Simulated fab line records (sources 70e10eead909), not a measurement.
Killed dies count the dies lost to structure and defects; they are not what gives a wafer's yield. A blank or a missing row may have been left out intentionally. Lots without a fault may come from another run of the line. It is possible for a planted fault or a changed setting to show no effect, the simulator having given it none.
A struck lot beside a sound one    flow nand harc    15 out of 1302 route steps
Sound: the wafers L213.1, L213.5, L213.6. Wafers L217.1, L217.3, L217.4 were the ones struck. Last of all comes the cause.
Order at every step that has rows: each side's tool, ch and its chambers, its first start. Under that, the readings that differ: sound wafers    struck wafers    difference of the means    sigmas: that difference in standard deviations of wafers without a fault.
alike: same words and numbers on both sides, and readings whose means sit less than 2 such deviations apart. not compared: any withheld reading, any reading some wafer has no value for, any bound like >300 that may hide the same value, and any number with overlapping values for which the record gives no deviation.
Wherever a step has rows on one side only, a row that says differs or no value, or a row with sigmas, the two part there. When numbers do not overlap yet have no deviation, they are printed without sigmas and do not part them. Lack of a reading on every wafer of one side parts them only where that side has two or more wafers.

first, 2 steps without rows for these wafers: NHARC_A_DECK1_JOINT_ANNEAL_28 (time 1800 s); NHARC_A_DECK1_JOINT_ANNEAL_29 (time 1800 s).
NHARC_A_DECK1_JOINT_CMP_02: polishes SiOx.
  sound on cmp-03 ch 0,1,3, day 14 20:58; struck on cmp-02 ch 0,2,3, day 17 04:19
  alike: edge zone pressure frac, motor current A
  not compared: pad life wafers
after that, 1 step had no rows for these wafers: NHARC_A_DECK1_JOINT_SRD_15.
NHARC_A_DECK1_JOINT_DEP_16: deposits SiO2, target thk 45 nm.
  sound on pecvd-03 ch 1,2, day 14 21:23; struck on pecvd-03 ch 0,1,2, day 17 04:43
  alike: heater power w, throttle valve pct
NHARC_A_DECK1_JOINT_THK_MEAS_17: measures by ellipsometry.
  sound on film metro-01 at day 14 21:36; struck on film metro-01 at day 17 04:59
  alike: thk nm
NHARC_A_DECK1_JOINT_INSPECT_05:
  sound on defect inspect-01 at day 14 21:38; struck on defect inspect-01 at day 17 05:02
  alike: raw defect count
then, 1 step without rows for these wafers: NHARC_A_ONON_D2_DEP_00 (target thk 1000 nm).
NHARC_A_ONON_D2_THK_MEAS_02: measures by ellipsometry.
  sound on film metro-02 at day 14 22:13; struck on film metro-01 at day 17 05:37
  alike: thk nm
then, 1 step without rows for these wafers: NHARC_A_ONON_D2_DEP_03 (target thk 1000 nm).
NHARC_A_ONON_D2_THK_MEAS_05: measures by ellipsometry.
  sound on film metro-02 at day 14 22:47; struck on film metro-01 at day 17 06:10
  alike: thk nm
NHARC_A_ONON_D2_DEP_06: target thk 1000 nm.
  sound on pecvd onon-03 ch 0, day 14 22:50; struck on pecvd onon-02 ch 0, day 17 06:14
NHARC_A_ONON_D2_THK_MEAS_08: measures by ellipsometry.
  sound on film metro-01 at day 14 23:20; struck on film metro-02 at day 17 06:44
reading      sound           struck       difference  sigmas
thk nm (nm)  1031 1031 1033  529 531 531  -501        -42
then, 1 step without rows for these wafers: NHARC_A_ONON_D2_DEP_09 (target thk 1000 nm).
-- jump in the record: it breaks off in module A_ONON_D2 and resumes in module END (first step shown: number 1302 of the route), and 12 days separate the struck wafers' starts before and after --
NHARC_END_SORT_01:
  sound on prober-01 ch 0, day 27 02:10; struck on prober-02 ch 0, day 29 18:00
reading          sound        struck       difference  sigmas
killed at array  103 98 97    672 667 671  +571        +22
killed dies      109 108 102  677 677 677  +571        +22
  alike: killed at other, killed at periphery, killed open, killed short

WHERE THEY PART
First at NHARC_A_ONON_D2_THK_MEAS_08; last, within this record, at NHARC_END_SORT_01.

WHY: whatever the simulator had introduced
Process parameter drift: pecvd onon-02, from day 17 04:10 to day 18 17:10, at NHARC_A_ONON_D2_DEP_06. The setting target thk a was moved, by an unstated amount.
